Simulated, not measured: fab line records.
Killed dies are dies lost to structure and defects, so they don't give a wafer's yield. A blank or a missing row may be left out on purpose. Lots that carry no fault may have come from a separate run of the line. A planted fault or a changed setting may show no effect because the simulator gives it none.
fab line records    flow nandHarc
record lots=24  wafers=72  lastDay=25
route steps=1159 shown P_START@1 P_M0@267 P_M1@299 P_BONDPAD@364
lots that met no fault: taken from a fault-free run of the same line
startH: hours from the record's first day to the start of the lot's first wafer shown    waitH: hours from the lot's prior step to this one    " the same as in the row above    L1.1+2: a single row standing in for several wafers    - no value, or no start given    * or withheld: withheld    < > ~ a bound
route shown NAME@n: names a module that has steps shown in the file, with the first one's number in the route    usual: the fault-free wafers' mean and standard deviation    same: alike in all rows    chamber/n: place in a boat    sites: readings site by site    _std_site: standard deviation across them    _edge_site: outer sites' mean less inner sites'    radiusMm: how far each site lies from the wafer's centre    mask NAME#n: copy n    behind: the most recent tool/chamber to have shaped the wafer    hold: why the lot was held/for how many hours/how that ended    device: whichever transistor did not switch (one of n, p or np)    end of line: the same wafers' tests at the end of the route    where a step has no rows: the recipe by itself    killed: dies that structure and defects cost at the first sort, which is not the same as the wafer's yield    map: a wafer's dies, marking killed ones x, the rest . and places with no die _
set.NAME: the setting the step ran with; set.NAME@STEP: the setting that earlier step ran with    model.NAME: the simulator's own value behind a step, which no gauge read
the route's steps for a sample of lots (tables are steps, rows are wafers)
services: the hour from which a tool's chamber was out of use, counted from the record's first day as startH (under 0 if before that day), plus the number of hours and why
## steps
# step NHARC_P_START_INSPECT_01
# usual rawDefectCount=3.5/2.4
lot.wafer  tool              chamber  startH  waitH  rawDefectCount
L074.4     defectInspect-02  -        12.04   -      2
L074.5     "                 -        "       "      1
L074.6     "                 -        "       "      2
L075.3     defectInspect-01  -        18.05   -      1
L075.5     "                 -        "       "      3
L075.6     "                 -        "       "      0
L076.1     defectInspect-01  -        24.03   -      5
L076.4     "                 -        "       "      2
L076.6     "                 -        "       "      2
L077.1     defectInspect-02  -        30.04   -      2
L077.3     "                 -        "       "      4
L077.5     "                 -        "       "      2
L078.2     defectInspect-02  -        36.04   -      7
L078.5     "                 -        "       "      2
L078.6     "                 -        "       "      6
L079.1     defectInspect-01  -        42.04   -      5
L079.2     "                 -        "       "      1
L079.6     "                 -        "       "      6
L080.1     defectInspect-02  -        48.04   -      3
L080.2     "                 -        "       "      3
L080.3     "                 -        "       "      3
L081.3     defectInspect-01  -        54.04   -      3
L081.4     "                 -        "       "      2
L081.6     "                 -        "       "      2
L082.1     defectInspect-01  -        60.04   -      1
L082.4     "                 -        "       "      1
L082.5     "                 -        "       "      3
L083.2     defectInspect-01  -        66.04   -      5
L083.4     "                 -        "       "      5
L083.5     "                 -        "       "      2
L084.1     defectInspect-01  -        72.04   -      2
L084.4     "                 -        "       "      3
L084.5     "                 -        "       "      4
L085.4     defectInspect-02  -        78.04   -      1
L085.5     "                 -        "       "      5
L085.6     "                 -        "       "      3
L086.1     defectInspect-02  -        84.03   -      2
L086.2     "                 -        "       "      2
L086.3     "                 -        "       "      0
L087.4     defectInspect-01  -        90.05   -      2
L087.5     "                 -        "       "      4
L087.6     "                 -        "       "      4
L088.4     defectInspect-02  -        96.04   -      2
L088.5     "                 -        "       "      1
L088.6     "                 -        "       "      4
L089.1     defectInspect-02  -        102.04  -      2
L089.3     "                 -        "       "      1
L089.6     "                 -        "       "      4
L090.2     defectInspect-02  -        108.04  -      8
L090.4     "                 -        "       "      2
L090.5     "                 -        "       "      3
L091.2     defectInspect-02  -        114.04  -      3
L091.4     "                 -        "       "      4
L091.6     "                 -        "       "      2
L092.2     defectInspect-01  -        120.04  -      9
L092.3     "                 -        "       "      3
L092.6     "                 -        "       "      1
L093.1     defectInspect-02  -        126.03  -      10
L093.2     "                 -        "       "      10
L093.3     "                 -        "       "      16
L094.1     defectInspect-01  -        132.04  -      2
L094.4     "                 -        "       "      5
L094.6     "                 -        "       "      1
L095.2     defectInspect-02  -        138.04  -      5
L095.4     "                 -        "       "      1
L095.6     "                 -        "       "      1
L096.2     defectInspect-02  -        144.04  -      6
L096.3     "                 -        "       "      3
L096.5     "                 -        "       "      2
L097.1     defectInspect-01  -        150.04  -      4
L097.2     "                 -        "       "      3
L097.6     "                 -        "       "      4
# step NHARC_P_M0_ETCH_34
# recipe targetDepthA=400  overetchA=120  timeS=43.94  ionEnergyEv=200  n2FlowSccm=150  h2FlowSccm=150  arFlowSccm=0  rfW=400  biasW=150  chemistry=N2/H2
# usual drypumpMotorCurrentA=5.6/0.5  oesProductAu=1.000/0.0075  rfVppV=431.0/2.2  showerheadPlenumPTorr=2.05/0.082  throttleValvePct=14.171/0.0097
lot.wafer  tool        chamber  startH  waitH  drypumpMotorCurrentA  oesProductAu  rfHoursCounterH  rfVppV  showerheadPlenumPTorr  throttleValvePct
L075.3     rieDiel-10  1        125.93  0.1    5.6                   0.999         8                428.2   1.96                   14.166
L075.5     "           1        "       "      5.6                   1.006         -                429.3   1.96                   14.171
L075.6     "           3        "       "      5.0                   1.006         -                431.4   2.04                   14.181
L074.5     rieDiel-10  1        126.46  0.1    5.6                   1.009         -                428.7   1.96                   14.166
L074.4     "           3        "       "      5.0                   1.009         -                429.8   2.04                   14.174
L074.6     "           0        "       "      5.0                   1.010         -                433.0   2.15                   14.156
L077.1     rieDiel-10  1        135.77  0.1    5.6                   1.005         9                428.2   1.96                   14.170
L077.3     "           2        "       "      6.4                   0.999         8                432.9   2.12                   14.175
L077.5     "           1        "       "      5.6                   1.008         -                428.4   1.96                   14.169
L076.1     rieDiel-08  0        136.18  0.1    5.7                   0.991         0                432.2   2.08                   14.147
L076.4     "           3        "       "      5.6                   1.006         -                432.7   2.04                   14.177
L076.6     "           0        "       "      5.7                   1.000         -                432.0   2.08                   14.172
L078.2     rieDiel-10  3        136.56  0.1    5.0                   1.004         9                431.6   2.04                   14.172
L078.6     "           1        "       "      5.7                   1.010         -                428.1   1.96                   14.177
L078.5     "           2        "       "      6.4                   1.001         -                433.0   2.12                   14.175
L079.2     rieDiel-08  2        147.20  0.1    6.0                   0.993         1                431.0   2.07                   14.181
L079.1     "           0        "       "      5.6                   0.992         1                430.9   2.08                   14.159
L079.6     "           2        "       "      6.0                   0.995         -                432.3   2.07                   14.171
L080.2     rieDiel-08  0        155.03  0.1    5.7                   0.997         2                431.8   2.08                   14.166
L080.1     "           1        "       "      5.3                   1.002         2                426.8   1.93                   14.166
L080.3     "           3        "       "      5.5                   1.001         2                430.5   2.04                   14.169
L081.4     rieDiel-08  3        155.62  0.1    5.6                   1.001         2                430.2   2.04                   14.185
L081.3     "           1        "       "      5.3                   1.000         2                428.5   1.93                   14.185
L081.6     "           3        "       "      5.5                   1.001         -                431.1   2.04                   14.175
L082.4     rieDiel-10  2        167.46  0.1    6.4                   1.005         10               433.2   2.12                   14.162
L082.1     "           0        "       "      5.0                   1.007         11               433.3   2.15                   14.171
L082.5     "           3        "       "      4.9                   0.989         -                430.4   2.04                   14.164
L084.4     rieDiel-13  3        173.88  0.1    5.9                   0.993         7                428.1   1.92                   14.177
L084.1     "           1        "       "      6.0                   1.000         7                430.7   2.01                   14.165
L084.5     "           0        "       "      6.0                   1.002         -                434.4   2.19                   14.157
L083.2     rieDiel-13  0        184.38  0.1    5.9                   0.994         7                433.5   2.19                   14.169
L083.4     "           3        "       "      5.9                   0.985         -                426.3   1.92                   14.159
L083.5     "           0        "       "      5.9                   0.991         -                434.0   2.19                   14.162
L088.4     rieDiel-10  3        194.90  0.1    5.0                   1.007         1                430.0   2.04                   14.184
L088.5     "           0        "       "      5.0                   1.000         -                433.5   2.15                   14.176
L088.6     "           1        "       "      5.6                   1.001         -                427.7   1.96                   14.162
L087.4     rieDiel-13  0        195.05  0.1    5.9                   0.993         8                434.0   2.19                   14.172
L087.5     "           1        "       "      6.0                   0.999         -                431.3   2.01                   14.176
L087.6     "           2        "       "      6.6                   0.985         -                431.4   2.04                   14.189
L086.2     rieDiel-10  1        195.31  0.1    5.6                   0.999         1                428.9   1.95                   14.167
L086.1     "           2        "       "      6.4                   1.001         1                432.1   2.12                   14.168
L086.3     "           0        "       "      5.0                   1.005         1                433.2   2.15                   14.165
L085.4     rieDiel-10  2        196.05  0.1    6.4                   1.009         1                431.7   2.12                   14.158
L085.6     "           3        "       "      5.0                   1.016         -                429.8   2.04                   14.186
L085.5     "           0        "       "      5.0                   0.996         -                434.3   2.15                   14.163
L089.3     rieDiel-10  0        217.82  0.1    5.0                   0.990         2                431.3   2.15                   14.158
L089.1     "           2        "       "      6.4                   0.999         3                432.1   2.12                   14.178
L089.6     "           0        "       "      5.0                   0.999         -                434.3   2.15                   14.162
L090.2     rieDiel-08  0        218.37  0.1    5.6                   1.004         5                431.1   2.08                   14.187
L090.4     "           0        "       "      5.7                   0.991         -                432.4   2.08                   14.174
L090.5     "           3        "       "      5.5                   1.007         -                429.1   2.04                   14.169
L091.2     rieDiel-10  1        219.01  0.1    5.6                   1.010         3                430.0   1.95                   14.163
L091.4     "           1        "       "      5.6                   1.003         -                429.0   1.95                   14.204
L091.6     "           0        "       "      5.0                   0.999         -                432.4   2.15                   14.160
L093.1     rieDiel-10  1        225.74  0.1    5.6                   1.007         3                428.9   1.95                   14.161
L093.3     "           2        "       "      6.4                   1.007         3                432.3   2.12                   14.167
L093.2     "           0        "       "      5.0                   0.997         3                432.2   2.15                   14.167
L092.3     rieDiel-10  0        226.65  0.1    5.0                   1.000         3                433.6   2.15                   14.169
L092.2     "           1        "       "      5.6                   0.999         3                429.1   1.95                   14.175
L092.6     "           1        "       "      5.6                   1.001         -                428.8   1.95                   14.171
L094.1     rieDiel-08  0        233.87  0.1    5.7                   1.005         6                432.0   2.08                   14.160
L094.4     "           2        "       "      6.0                   0.999         3                431.5   2.07                   14.159
L094.6     "           3        "       "      5.6                   1.000         -                431.2   2.04                   14.167
L095.2     rieDiel-10  0        239.05  0.1    5.0                   0.988         3                432.7   2.15                   14.166
L095.4     "           2        "       "      6.4                   1.000         -                431.9   2.12                   14.174
L095.6     "           0        "       "      5.0                   0.990         -                433.5   2.15                   14.175
L096.2     rieDiel-10  2        249.00  0.1    6.4                   1.014         6                432.2   2.12                   14.185
L096.3     "           0        "       "      5.0                   1.003         6                432.6   2.15                   14.169
L096.5     "           1        "       "      5.6                   1.000         -                428.2   1.95                   14.172
L097.2     rieDiel-13  3        253.08  0.1    5.9                   0.997         15               427.1   1.91                   14.176
L097.1     "           0        "       "      5.9                   0.996         14               433.8   2.19                   14.157
L097.6     "           2        "       "      6.6                   0.992         -                430.8   2.04                   14.165
# step NHARC_P_M0_ANNEAL_30
# recipe tempC=225  timeS=90
# usual wafer_temp_C_max=226.4/0.5
lot.wafer  tool          chamber  startH  waitH  wafer_temp_C_max
L075.3     rtpAnneal-02  0        127.63  -      227.2
L075.5     "             0        "       "      226.4
L075.6     "             0        "       "      227.2
L074.4     rtpAnneal-02  0        128.22  0.4    227.3
L074.5     "             0        "       "      227.1
L074.6     "             0        "       "      226.7
L077.1     rtpAnneal-01  0        137.34  -      226.0
L077.3     "             0        "       "      226.1
L077.5     "             0        "       "      226.3
L076.1     rtpAnneal-01  0        137.81  0.4    226.2
L076.4     "             0        "       "      226.1
L076.6     "             0        "       "      225.8
L078.2     rtpAnneal-01  0        138.25  -      226.3
L078.5     "             0        "       "      226.1
L078.6     "             0        "       "      226.7
L079.1     rtpAnneal-01  0        148.80  -      226.6
L079.2     "             0        "       "      226.2
L079.6     "             0        "       "      225.9
L080.1     rtpAnneal-01  0        156.60  0.3    225.9
L080.2     "             0        "       "      226.5
L080.3     "             0        "       "      226.1
L081.3     rtpAnneal-01  0        157.29  -      225.7
L081.4     "             0        "       "      225.9
L081.6     "             0        "       "      225.9
L082.1     rtpAnneal-01  0        169.02  -      225.9
L082.4     "             0        "       "      225.6
L082.5     "             0        "       "      225.8
L084.1     rtpAnneal-02  0        175.44  -      226.6
L084.4     "             0        "       "      226.3
L084.5     "             0        "       "      227.5
L083.2     rtpAnneal-02  0        186.36  -      227.1
L083.4     "             0        "       "      226.8
L083.5     "             0        "       "      227.0
L088.4     rtpAnneal-02  0        196.66  -      227.0
L088.5     "             0        "       "      227.1
L088.6     "             0        "       "      226.9
L087.4     rtpAnneal-01  0        196.76  -      225.5
L087.5     "             0        "       "      226.3
L087.6     "             0        "       "      226.0
L086.1     rtpAnneal-02  0        196.95  -      226.3
L086.2     "             0        "       "      227.1
L086.3     "             0        "       "      226.5
L085.4     rtpAnneal-01  0        197.85  0.4    226.1
L085.5     "             0        "       "      226.1
L085.6     "             0        "       "      225.6
L089.1     rtpAnneal-02  0        219.44  0.3    226.4
L089.3     "             0        "       "      226.1
L089.6     "             0        "       "      226.8
L090.2     rtpAnneal-01  0        220.16  0.3    226.1
L090.4     "             0        "       "      226.3
L090.5     "             0        "       "      226.0
L091.2     rtpAnneal-02  0        220.77  -      226.7
L091.4     "             0        "       "      227.0
L091.6     "             0        "       "      226.7
L093.1     rtpAnneal-02  0        227.35  0.3    227.1
L093.2     "             0        "       "      227.1
L093.3     "             0        "       "      227.3
L092.2     rtpAnneal-01  0        228.30  -      226.2
L092.3     "             0        "       "      225.8
L092.6     "             0        "       "      226.2
L094.1     rtpAnneal-02  0        235.51  -      227.0
L094.4     "             0        "       "      227.0
L094.6     "             0        "       "      226.7
L095.2     rtpAnneal-02  0        240.81  0.3    226.1
L095.4     "             0        "       "      227.4
L095.6     "             0        "       "      226.5
L096.2     rtpAnneal-01  0        250.73  0.3    225.9
L096.3     "             0        "       "      226.0
L096.5     "             0        "       "      226.0
L097.1     rtpAnneal-02  0        254.68  0.3    227.1
L097.2     "             0        "       "      226.7
L097.6     "             0        "       "      227.3
# step NHARC_P_M1_ETCH_35
# recipe targetDepthA=400  overetchA=120  timeS=43.94  ionEnergyEv=200  n2FlowSccm=150  h2FlowSccm=150  arFlowSccm=0  rfW=400  biasW=150  chemistry=N2/H2
# usual drypumpMotorCurrentA=5.9/0.44  oesProductAu=0.998/0.0073  rfVppV=430.3/2.3  showerheadPlenumPTorr=2.03/0.083  throttleValvePct=14.170/0.0099
lot.wafer  tool        chamber  startH  waitH  drypumpMotorCurrentA  oesProductAu  rfHoursCounterH  rfVppV  showerheadPlenumPTorr  throttleValvePct
L075.3     rieDiel-12  2        130.07  0.1    6.5                   0.997         6                429.5   2.05                   14.183
L075.6     "           1        "       "      5.5                   1.000         -                428.4   1.94                   14.161
L075.5     "           2        "       "      6.5                   0.990         -                430.7   2.05                   14.177
L074.4     rieDiel-12  2        131.79  0.1    6.5                   1.003         6                430.7   2.05                   14.159
L074.5     "           3        "       "      6.2                   0.984         -                426.1   1.91                   14.173
L074.6     "           0        "       "      6.1                   1.005         -                430.7   2.02                   14.160
L077.1     rieDiel-07  3        139.80  0.1    5.8                   1.007         2                429.4   2.06                   14.170
L077.3     "           0        "       "      6.2                   1.006         2                429.6   2.06                   14.164
L077.5     "           3        "       "      5.8                   1.008         -                430.3   2.06                   14.160
L076.1     rieDiel-07  0        140.54  0.1    6.3                   0.989         2                431.1   2.06                   14.162
L076.4     "           2        "       "      5.1                   0.996         2                432.7   2.13                   14.177
L076.6     "           0        "       "      6.2                   0.988         -                430.7   2.06                   14.169
L078.2     rieDiel-12  2        140.58  0.1    6.5                   0.998         6                431.8   2.05                   14.182
L078.6     "           3        "       "      6.2                   0.991         -                427.8   1.90                   14.166
L078.5     "           0        "       "      6.0                   1.006         -                430.2   2.02                   14.162
L079.2     rieDiel-07  2        151.33  0.1    5.1                   0.991         2                433.6   2.13                   14.156
L079.1     "           1        "       "      6.3                   0.992         2                428.8   1.98                   14.201
L079.6     "           3        "       "      5.7                   1.007         -                430.3   2.06                   14.171
L080.2     rieDiel-07  3        159.11  0.1    5.7                   1.001         2                432.6   2.06                   14.153
L080.1     "           0        "       "      6.2                   1.003         2                431.3   2.06                   14.172
L080.3     "           2        "       "      5.1                   0.999         2                432.8   2.13                   14.167
L081.3     rieDiel-12  0        159.68  0.1    6.1                   1.003         8                431.3   2.02                   14.165
L081.4     "           3        "       "      6.1                   0.999         8                426.5   1.90                   14.176
L081.6     "           0        "       "      6.1                   1.000         -                429.7   2.02                   14.166
L082.1     rieDiel-12  3        171.39  0.1    6.1                   0.995         9                427.4   1.90                   14.171
L082.4     "           2        "       "      6.5                   1.005         9                429.8   2.04                   14.186
L082.5     "           3        "       "      6.1                   1.005         -                425.9   1.90                   14.187
L084.1     rieDiel-12  1        177.94  0.1    5.5                   0.986         10               427.5   1.94                   14.178
L084.4     "           3        "       "      6.2                   0.996         10               426.5   1.90                   14.168
L084.5     "           2        "       "      6.5                   0.993         -                431.3   2.04                   14.176
L083.2     rieDiel-01  3        188.82  0.1    5.4                   0.997         2                431.1   2.07                   14.155
L083.5     "           1        "       "      5.4                   1.016         -                431.5   2.06                   14.160
L083.4     "           3        "       "      5.4                   0.992         -                431.6   2.07                   14.175
L088.6     rieDiel-12  1        199.03  0.1    5.5                   0.987         -                427.1   1.94                   14.171
L088.4     "           2        "       "      6.5                   0.996         -                430.9   2.04                   14.172
L088.5     "           3        "       "      6.1                   1.000         -                426.3   1.90                   14.169
L087.4     rieDiel-07  1        199.15  0.1    6.3                   0.998         3                429.1   1.98                   14.184
L087.5     "           0        "       "      6.2                   0.995         -                430.5   2.06                   14.171
L087.6     "           1        "       "      6.3                   1.005         -                428.6   1.98                   14.178
L086.2     rieDiel-12  2        199.43  0.1    6.5                   0.998         10               429.6   2.04                   14.183
L086.3     "           3        "       "      6.2                   1.009         11               426.7   1.90                   14.149
L086.1     "           1        "       "      5.5                   0.994         11               427.7   1.94                   14.185
L085.4     rieDiel-01  3        200.17  0.1    5.4                   1.000         4                431.4   2.07                   14.179
L085.6     "           3        "       "      5.4                   1.002         -                432.3   2.07                   14.154
L085.5     "           0        "       "      5.6                   0.998         -                433.5   2.18                   14.172
L089.1     rieDiel-07  3        221.84  0.1    5.7                   1.018         3                431.5   2.06                   14.177
L089.3     "           1        "       "      6.3                   1.011         4                427.9   1.98                   14.168
L089.6     "           1        "       "      6.3                   0.998         -                429.3   1.98                   14.185
L090.4     rieDiel-12  0        222.60  0.1    6.1                   0.998         0                431.4   2.02                   14.162
L090.2     "           3        "       "      6.2                   0.994         0                426.8   1.90                   14.163
L090.5     "           1        "       "      5.5                   0.991         -                429.3   1.94                   14.171
L091.4     rieDiel-12  0        223.06  0.1    6.1                   0.997         0                429.5   2.02                   14.180
L091.2     "           1        "       "      5.6                   0.996         0                428.9   1.94                   14.167
L091.6     "           1        "       "      5.6                   1.004         -                427.6   1.94                   14.168
L093.2     rieDiel-12  2        229.87  0.1    6.5                   1.001         1                431.2   2.04                   14.177
L093.1     "           0        "       "      6.1                   0.994         1                431.0   2.02                   14.177
L093.3     "           1        "       "      5.5                   0.990         1                429.4   1.94                   14.168
L092.2     rieDiel-12  0        230.87  0.1    6.1                   0.996         1                429.2   2.02                   14.161
L092.3     "           1        "       "      5.5                   0.997         1                427.8   1.94                   14.168
L092.6     "           1        "       "      5.5                   0.993         -                426.4   1.94                   14.173
L094.1     rieDiel-07  2        238.16  0.1    5.1                   1.007         0                435.2   2.13                   14.169
L094.6     "           3        "       "      5.7                   1.012         -                430.4   2.06                   14.168
L094.4     "           1        "       "      6.3                   0.985         -                430.4   1.98                   14.156
L095.4     rieDiel-01  0        243.24  0.1    5.5                   0.990         6                434.8   2.18                   14.175
L095.2     "           1        "       "      5.4                   1.000         6                429.1   2.06                   14.179
L095.6     "           1        "       "      5.4                   0.997         -                431.1   2.06                   14.164
L096.2     rieDiel-01  1        253.15  0.1    5.4                   0.995         6                431.4   2.06                   14.177
L096.3     "           3        "       "      5.5                   0.998         7                430.5   2.07                   14.178
L096.5     "           0        "       "      5.5                   0.990         -                434.0   2.18                   14.163
L097.2     rieDiel-01  0        257.03  0.1    5.6                   0.999         7                435.2   2.18                   14.174
L097.1     "           1        "       "      5.3                   0.989         7                430.5   2.06                   14.177
L097.6     "           3        "       "      5.4                   0.980         -                432.4   2.07                   14.179
# step NHARC_P_BONDPAD_CD_MEAS_09
# recipe targetCdNm=500  landingEnergyEv=500
# usual cdNm=499.5/1.3
lot.wafer  tool      chamber  startH  waitH  cdNm
L075.3     cdSem-03  0        138.51  -      497.9
L075.5     "         0        "       "      498.3
L075.6     "         0        "       "      500.7
L074.4     cdSem-03  0        140.08  -      499.9
L074.5     "         0        "       "      501.6
L074.6     "         0        "       "      501.0
L077.1     cdSem-02  0        149.17  -      501.2
L077.3     "         0        "       "      499.1
L077.5     "         0        "       "      499.9
L078.2     cdSem-03  0        149.33  -      498.8
L078.5     "         0        "       "      499.2
L078.6     "         0        "       "      497.9
L076.1     cdSem-01  0        149.52  -      499.4
L076.4     "         0        "       "      501.1
L076.6     "         0        "       "      501.7
L079.1     cdSem-02  0        159.99  -      499.1
L079.2     "         0        "       "      502.5
L079.6     "         0        "       "      501.2
L080.1     cdSem-03  0        167.72  -      499.9
L080.2     "         0        "       "      500.7
L080.3     "         0        "       "      499.0
L081.3     cdSem-02  0        168.19  -      498.3
L081.4     "         0        "       "      498.2
L081.6     "         0        "       "      498.5
L082.1     cdSem-01  0        179.81  -      501.2
L082.4     "         0        "       "      500.7
L082.5     "         0        "       "      500.5
L084.1     cdSem-02  0        186.60  -      499.6
L084.4     "         0        "       "      498.0
L084.5     "         0        "       "      499.2
L083.2     cdSem-01  0        197.37  -      500.2
L083.4     "         0        "       "      502.1
L083.5     "         0        "       "      500.1
L088.4     cdSem-02  0        207.72  -      499.0
L088.5     "         0        "       "      499.7
L088.6     "         0        "       "      501.1
L087.4     cdSem-03  0        208.00  -      500.9
L087.5     "         0        "       "      500.2
L087.6     "         0        "       "      498.1
L086.1     cdSem-01  0        208.52  -      499.9
L086.2     "         0        "       "      501.1
L086.3     "         0        "       "      499.4
L085.4     cdSem-02  0        208.85  -      499.9
L085.5     "         0        "       "      499.1
L085.6     "         0        "       "      497.9
L089.1     cdSem-01  0        231.06  -      499.3
L089.3     "         0        "       "      498.7
L089.6     "         0        "       "      499.3
L091.2     cdSem-02  0        231.74  -      496.2
L091.4     "         0        "       "      497.0
L091.6     "         0        "       "      499.0
L090.2     cdSem-03  0        232.23  -      498.0
L090.4     "         0        "       "      499.8
L090.5     "         0        "       "      498.4
L093.1     cdSem-02  0        239.85  -      500.7
L093.2     "         0        "       "      499.3
L093.3     "         0        "       "      499.0
L092.2     cdSem-03  0        240.02  -      498.1
L092.3     "         0        "       "      497.4
L092.6     "         0        "       "      498.9
L094.1     cdSem-01  0        247.04  -      498.5
L094.4     "         0        "       "      499.0
L094.6     "         0        "       "      497.3
L095.2     cdSem-01  0        251.84  -      499.3
L095.4     "         0        "       "      499.7
L095.6     "         0        "       "      498.4
L096.2     cdSem-03  0        261.69  -      498.6
L096.3     "         0        "       "      498.4
L096.5     "         0        "       "      501.5
L097.1     cdSem-01  0        265.76  -      499.8
L097.2     "         0        "       "      499.6
L097.6     "         0        "       "      499.2
# step NHARC_P_BONDPAD_OVL_MEAS_38
# usual overlayXNm=1/6.8  overlayYNm=-1/5.5
lot.wafer  tool        chamber  startH  waitH  overlayXNm  overlayYNm
L075.3     overlay-02  -        138.59  -      0           3
L075.5     "           -        "       "      1           3
L075.6     "           -        "       "      1           3
L074.4     overlay-02  -        140.17  -      -4          -6
L074.5     "           -        "       "      -4          -6
L074.6     "           -        "       "      -3          -6
L077.1     overlay-01  -        149.26  -      -11         -4
L077.3     "           -        "       "      -10         -4
L077.5     "           -        "       "      -11         -4
L078.2     overlay-02  -        149.42  -      -3          1
L078.5     "           -        "       "      -3          0
L078.6     "           -        "       "      -3          0
L076.1     overlay-01  -        149.61  -      1           -10
L076.4     "           -        "       "      1           -10
L076.6     "           -        "       "      1           -10
L079.1     overlay-02  -        160.08  -      2           10
L079.2     "           -        "       "      2           10
L079.6     "           -        "       "      2           10
L080.1     overlay-01  -        167.81  -      -6          4
L080.2     "           -        "       "      -6          4
L080.3     "           -        "       "      -6          5
L081.3     overlay-02  -        168.28  -      -10         5
L081.4     "           -        "       "      -10         5
L081.6     "           -        "       "      -10         5
L082.1     overlay-02  -        179.90  -      0           -7
L082.4     "           -        "       "      0           -6
L082.5     "           -        "       "      0           -7
L084.1     overlay-01  -        186.68  -      -2          -8
L084.4     "           -        "       "      -2          -8
L084.5     "           -        "       "      -2          -8
L083.2     overlay-02  -        197.45  -      6           -1
L083.4     "           -        "       "      6           0
L083.5     "           -        "       "      5           0
L088.4     overlay-02  -        207.80  -      10          -11
L088.5     "           -        "       "      9           -12
L088.6     "           -        "       "      9           -12
L087.4     overlay-02  -        208.08  -      -6          -4
L087.5     "           -        "       "      -6          -4
L087.6     "           -        "       "      -6          -4
L086.1     overlay-02  -        208.61  -      12          -2
L086.2     "           -        "       "      12          -2
L086.3     "           -        "       "      12          -2
L085.4     overlay-01  -        208.93  -      5           1
L085.5     "           -        "       "      6           2
L085.6     "           -        "       "      6           1
L089.1     overlay-01  -        231.15  -      -1          5
L089.3     "           -        "       "      -2          5
L089.6     "           -        "       "      -1          4
L091.2     overlay-02  -        231.84  -      10          1
L091.4     "           -        "       "      11          1
L091.6     "           -        "       "      10          0
L090.2     overlay-02  -        232.32  -      5           -1
L090.4     "           -        "       "      5           -1
L090.5     "           -        "       "      5           -1
L093.1     overlay-01  -        239.94  -      2           5
L093.2     "           -        "       "      2           5
L093.3     "           -        "       "      2           5
L092.2     overlay-01  -        240.10  -      9           1
L092.3     "           -        "       "      9           1
L092.6     "           -        "       "      8           2
L094.1     overlay-01  -        247.13  -      10          1
L094.4     "           -        "       "      10          1
L094.6     "           -        "       "      10          1
L095.2     overlay-02  -        251.93  -      4           -2
L095.4     "           -        "       "      4           -2
L095.6     "           -        "       "      4           -2
L096.2     overlay-02  -        261.78  -      -3          -6
L096.3     "           -        "       "      -3          -6
L096.5     "           -        "       "      -3          -6
L097.1     overlay-01  -        265.85  -      -11         10
L097.2     "           -        "       "      -12         9
L097.6     "           -        "       "      -11         8
## services
tool        chamber  startH  hours  kind
rieDiel-13  3        102.71  5.0    repair
rieDiel-10  0        106.50  -      clean
rieDiel-10  2        120.84  7.3    repair
rieDiel-08  -        124.80  9.0    pm
rieDiel-01  -        137.80  9.0    pm
rieDiel-12  -        142.54  4.3    repair
rieDiel-08  -        156.22  0.1    repair
rieDiel-01  1        156.94  8.5    repair
rieDiel-08  1        170.02  8.7    repair
rieDiel-08  2        173.35  50.0   repair
rieDiel-12  -        174.62  0.3    repair
rieDiel-13  -        175.30  0.5    repair
rieDiel-10  -        176.53  9.0    pm
rieDiel-13  2        178.47  8.5    repair
rieDiel-01  2        184.30  15.7   repair
rieDiel-12  0        197.91  6.5    repair
rieDiel-08  3        200.66  10.0   repair
rieDiel-12  -        202.78  9.0    pm
rieDiel-07  0        203.53  69.7   repair
rieDiel-10  3        205.56  44.2   repair
rieDiel-08  0        215.29  1.9    repair
rieDiel-07  -        228.20  9.0    pm
rieDiel-13  2        228.25  23.1   repair
rieDiel-10  1        231.61  14.3   repair
## key
fault none
